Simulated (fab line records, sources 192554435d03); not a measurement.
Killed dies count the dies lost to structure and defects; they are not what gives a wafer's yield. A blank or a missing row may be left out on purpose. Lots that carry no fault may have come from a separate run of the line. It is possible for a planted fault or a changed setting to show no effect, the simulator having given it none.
Split-lot trial    flow n5-finfet    21 wafers read across 7 lots, on a route 1938 steps long

SPLIT DETAILS
At N5_BEOL_M5_COAT_66 (time 60 s, resist thk 12 nm), the setting spin-rpm was moved away from the recipe's 1500 rpm on 6 of the 21 wafers read, by -11.1% to +5.7%. This setting was run at the recipe's value on the other wafers.

FROM THE SPLIT TO THE READING: what the file shows between them, 6 steps
- N5_BEOL_M5_COAT_74: time 60 s, resist thk 5 nm (also split here: temp-c)
- N5_BEOL_M5_COAT_22: resist thk 30 nm
- N5_BEOL_M5_EBR_24
- N5_BEOL_M5_DESCUM_33: chemistry O2, time 7 s
- N5_BEOL_M5_ETCH_75: etches underlayer in N2/H2, target depth 6.5 nm, time 5.2 s
- N5_BEOL_M5_ETCH_67: etches SiARC in CF4, target depth 15.6 nm, time 26 s

THE READING
SiARC_of_BEOL_M5_COAT_66.thk-nm (the simulator's own value, which no gauge read), in nm, at N5_BEOL_M5_ETCH_68 (etches SOC in N2/H2, target depth 80 nm, overetch 16 nm, time 120 s). The file does not state a usual value for it. Here, 15 wafers ran the recipe; their average is 6.4 nm with a standard deviation of 0.068 nm.

wafer   tool, chamber at the split  spin-rpm as run, rpm  against the recipe  SiARC_of_BEOL_M5_COAT_66.thk-nm, nm  against lot-mates on the recipe
L077.1  litho-track-05, 0           1500                  recipe              6.4                                  -
L077.4  litho-track-05, 0           1500                  recipe              6.4                                  -
L077.5  litho-track-05, 0           1500                  recipe              6.4                                  -
L081.1  litho-track-05, 0           1500                  recipe              6.4                                  -
L081.3  litho-track-05, 0           1500                  recipe              6.4                                  -
L081.2  litho-track-05, 0           1500                  recipe              6.6                                  -
L083.1  litho-track-02, 0           1585                  +5.7%               6                                    -0.4
L083.3  litho-track-02, 0           1500                  recipe              6.4                                  -
L083.4  litho-track-02, 0           1500                  recipe              6.4                                  -
L085.1  litho-track-02, 0           1500                  recipe              6.4                                  -
L085.4  litho-track-02, 0           1500                  recipe              6.4                                  -
L085.3  litho-track-02, 0           1500                  recipe              6.6                                  -
L096.1  litho-track-02, 0           1500                  recipe              6.4                                  -
L096.2  litho-track-02, 0           1387                  -7.5%               6.8                                  +0.4
L096.5  litho-track-02, 0           1387                  -7.5%               6.8                                  +0.4
L095.1  litho-track-03, 0           1446                  -3.6%               6.8                                  +0.4
L095.5  litho-track-03, 0           1446                  -3.6%               6.8                                  +0.4
L095.6  litho-track-03, 0           1500                  recipe              6.4                                  -
L097.3  litho-track-02, 0           1333                  -11.1%              7.2                                  +0.8
L097.5  litho-track-02, 0           1500                  recipe              6.4                                  -
L097.6  litho-track-02, 0           1500                  recipe              6.4                                  -

FIT RESULTS
A straight line over all 21 wafers: SiARC_of_BEOL_M5_COAT_66.thk-nm changes by -0.0653 nm for each +1% of spin-rpm; r = -0.94; the points scatter about the line by 0.086 nm.
The same after taking each lot's own level away (the mean of its wafers on the recipe; 21 wafers): -0.0674 nm for each +1%; r = -0.95; scatter 0.082 nm.
That fit puts the effect of the largest move of spin-rpm on the reading at 0.75 nm.
The lots' own levels span 6.40 to 6.47 nm, that is 1.0 times the standard deviation above.
Consequently the slope shifts little with the lot-to-lot level, the two slopes agreeing.
Check: with one of the wafers moved furthest among these (-11.1%) left out of the fit, the line predicts +0.725 nm for it against its lot-mates. It came out at +0.8 nm against them.

FURTHER SPLITS ON THESE WAFERS
These wafers also went through other splits before the reading. Each is held against what the fit with the lots' levels taken away leaves over:
other split on the same wafers    wafers away from the commonest value  r with SiARC_of_BEOL_M5_COAT_66.thk-nm (lot level and that fit taken away)
N5_BEOL_M3_TRENCH_ETCH_37 time-s  5                                     +0.32
N5_BEOL_M4_DESCUM_16 time-s       4                                     -0.35
N5_BEOL_M4_ETCH_64 bias-w         8                                     -0.06
N5_BEOL_M5_COAT_74 temp-c         4                                     +0.22

THE WHOLE CHAIN: every reading that the file lists as answering this split, in the file's order
step                what it does                                                         reading                                                                             change (the file's fit)                 r (the file's)
N5_BEOL_M5_COAT_66  time 60 s, resist thk 12 nm                                          SiARC_of_BEOL_M5_COAT_66.thk-nm (the simulator's own value, which no gauge read)    -0.0676 nm for each +1% of the setting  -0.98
N5_BEOL_M5_ETCH_67  etches SiARC in CF4, target depth 15.6 nm, time 26 s                 etch-rf-on-time-s                                                                   withheld for each +1% of the setting    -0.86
N5_BEOL_M5_ETCH_67  etches SiARC in CF4, target depth 15.6 nm, time 26 s                 etch.depth-nm (the simulator's own value, which no gauge read)                      -0.0639 nm for each +1% of the setting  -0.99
N5_BEOL_M5_ETCH_67  etches SiARC in CF4, target depth 15.6 nm, time 26 s                 CAR-EUV_of_BEOL_M5_COAT_22.thk-nm (the simulator's own value, which no gauge read)  +0.0562 nm for each +1% of the setting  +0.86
N5_BEOL_M5_ETCH_68  etches SOC in N2/H2, target depth 80 nm, overetch 16 nm, time 120 s  SiARC_of_BEOL_M5_COAT_66.thk-nm (the simulator's own value, which no gauge read)    -0.0692 nm for each +1% of the setting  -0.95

FILE'S OWN FIT
SiARC_of_BEOL_M5_COAT_66.thk-nm changes by -0.0692 nm for each +1% of spin-rpm, r = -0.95.
